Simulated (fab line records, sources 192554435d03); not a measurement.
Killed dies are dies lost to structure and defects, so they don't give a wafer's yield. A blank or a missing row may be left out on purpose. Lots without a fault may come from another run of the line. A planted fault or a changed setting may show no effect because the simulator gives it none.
Which tool did it? | flow n5_finfet | 8 lots, 22 wafers sampled, at 3 steps of a route of 1938

WHAT THE GAUGES READ, wafer by wafer
N5_BEOL_M0_SAQP_INSPECT_42: inspects for defects (brightfield).
lot  | measured     | on                | raw_defect_count
L352 | day 5 22:38  | defect_inspect-01 | 384 342 367
L361 | day 8 19:05  | defect_inspect-02 | 1335 1409 274
L364 | day 8 23:35  | defect_inspect-01 | 182 216 274
L365 | day 9 01:52  | defect_inspect-01 | 372 312 294
L370 | day 10 06:08 | defect_inspect-01 | 313 375 439
L372 | day 10 20:28 | defect_inspect-01 | 279 227
L373 | day 11 17:22 | defect_inspect-01 | 395 196
L374 | day 11 22:36 | defect_inspect-02 | 385 559 469

WHICH TOOL RAN EACH LOT (tool, then ch and the chambers of the sampled wafers, then the start)
lot  | N5_BEOL_M0_SAQP_ETCH_107          | N5_BEOL_M0_SAQP_RECESS_109
L352 | rie_diel-06 ch 0,2,3, day 5 21:04 | vapor_etch-01 ch 0,1, day 5 21:13
L361 | rie_diel-06 ch 2,3, day 8 14:46   | vapor_etch-01 ch 0,1, day 8 17:24
L364 | rie_diel-04 ch 2,3, day 8 20:14   | vapor_etch-01 ch 0,1, day 8 20:28
L365 | rie_diel-05 ch 1,2,3, day 8 23:56 | vapor_etch-01 ch 0,1, day 9 00:02
L370 | rie_diel-04 ch 0,3, day 10 04:23  | vapor_etch-02 ch 0,1, day 10 04:43
L372 | rie_diel-04 ch 1,2, day 10 18:55  | vapor_etch-02 ch 1, day 10 19:01
L373 | rie_diel-04 ch 0,2, day 11 15:51  | vapor_etch-02 ch 0, day 11 15:58
L374 | rie_diel-04 ch 1,3, day 11 20:48  | vapor_etch-02 ch 1, day 11 20:54
- N5_BEOL_M0_SAQP_ETCH_107: etches SiNx in CH3F/O2, target depth 30 nm.
- N5_BEOL_M0_SAQP_RECESS_109: chemistry HF/NH3, target SiO2, target depth 3 nm, afs cycles 1, sublimation time 60 s.

THE ANSWER, worked out from the rows above alone
Rule: what is usual is taken from the lots themselves. Put in order of their means at a reading, lots are off if they are a third of the lots or fewer, leave a main group of 4 or more, and stand apart from it by a gap of 3 or more times the standard deviation of the main group's means; of several such gaps the widest counts. A main group whose means are all the same, to the digits that the tables above print for the reading, isn't used. A lot without any number at a reading at which 4 lots or more have one is off too. The other lots that the step has rows for count as sound.
Off: L361, at N5_BEOL_M0_SAQP_INSPECT_42 (raw_defect_count). The main group: mean 330, standard deviation 77.
A tool fits if, at a process step before that reading, it ran every lot that is off, and no sound lot after the first of them. The gauges at N5_BEOL_M0_SAQP_INSPECT_42 are tried like those tools. One fits: rie_diel-06 at N5_BEOL_M0_SAQP_ETCH_107. Its last sound lot is L352 (day 5 21:04), its first lot that is off L361 (day 8 14:46): a fault that began between those two fits.

WHAT THE SIMULATOR HAD PUT IN
Chamber particle source: rie_diel-06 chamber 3, from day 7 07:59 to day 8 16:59, at N5_BEOL_M0_SAQP_ETCH_107. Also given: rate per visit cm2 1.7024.
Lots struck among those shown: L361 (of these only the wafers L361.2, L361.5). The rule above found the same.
